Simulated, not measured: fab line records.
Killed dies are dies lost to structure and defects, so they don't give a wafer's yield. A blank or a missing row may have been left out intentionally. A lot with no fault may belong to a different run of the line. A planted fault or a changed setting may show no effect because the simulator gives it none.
Matching of chambers -- flow n5Finfet -- rieDiel-05 running N5_DUMMY_GATE_HM_OPEN_21: 4 sister chambers
The step chemistry CH3F/O2, target SiNx, target depth 120 nm, time 171.4 s. 20 wafers are shown with their chamber, then 10 later ones without.

WAFERS, EACH WITH ITS CHAMBER
wafer,chamber,showerheadPlenumPTorr (Torr),drypumpMotorCurrentA (A),throttleValvePct (%)
L076.2,1,2.10,5.6,16.63
L076.4,0,1.93,5.0,16.53
L076.6,2,2.14,6.1,16.34
L080.2,2,2.14,6.2,16.36
L080.4,3,1.93,5.8,16.33
L080.5,2,2.14,6.2,16.35
L081.3,2,2.14,6.1,16.34
L081.5,0,1.93,5.0,16.54
L081.6,1,2.10,5.5,16.64
L085.2,1,2.10,5.6,16.66
L085.3,0,1.93,5.0,16.54
L085.4,2,2.14,6.1,16.37
L088.2,3,1.93,5.7,16.34
L088.5,2,2.14,6.1,16.38
L088.6,3,1.93,5.7,16.34
L091.3,0,1.93,5.0,16.54
L091.4,2,2.13,6.1,16.36
L091.5,2,2.13,6.1,16.38
L092.1,1,2.10,5.6,16.68
L092.2,0,1.93,5.0,16.53

SIGNATURES (averages over the wafers above)
reading,chamber 0,chamber 1,chamber 2,chamber 3,scatter within a chamber
showerheadPlenumPTorr,1.9300,2.1000,2.1375,1.9300,0.00306
drypumpMotorCurrentA,5.000,5.575,6.125,5.733,0.0427
throttleValvePct,16.5360,16.6525,16.3600,16.3367,0.0147
Rule: for each reading, subtract the chamber's mean from the wafer's reading, divide by that reading's scatter and square the result; add these up over the readings and take the root, which gives the wafer's distance from the chamber. The wafer belongs to the nearest chamber; if the next one is less than 2 further off, it can't be placed. The scatter: the root of (the sum of the squares of (reading less its chamber's mean) over the shown wafers, divided by (wafers less chambers)).

WAFERS WHOSE CHAMBER IS MISSING
wafer,showerheadPlenumPTorr (Torr),drypumpMotorCurrentA (A),throttleValvePct (%)
L092.3,2.13,6.1,16.40
L092.4,1.93,5.7,16.36
L092.5,1.93,5.7,16.36
L092.6,2.13,6.1,16.37
L095.1,1.93,5.7,16.37
L095.2,1.93,5.0,16.56
L095.6,1.93,5.0,16.55
L096.1,2.10,5.6,16.68
L096.2,2.13,6.2,16.38
L096.5,2.13,6.2,16.40

WHICH CHAMBER EACH WENT THROUGH
wafer,from the rows above,in truth
L092.3,2,2
L092.4,3,3
L092.5,3,3
L092.6,2,2
L095.1,3,3
L095.2,0,0
L095.6,0,0
L096.1,1,1
L096.2,2,2
L096.5,2,2
10 of 10 placed correctly. Left unplaced by these rows: 0. Placed wrongly: 0.
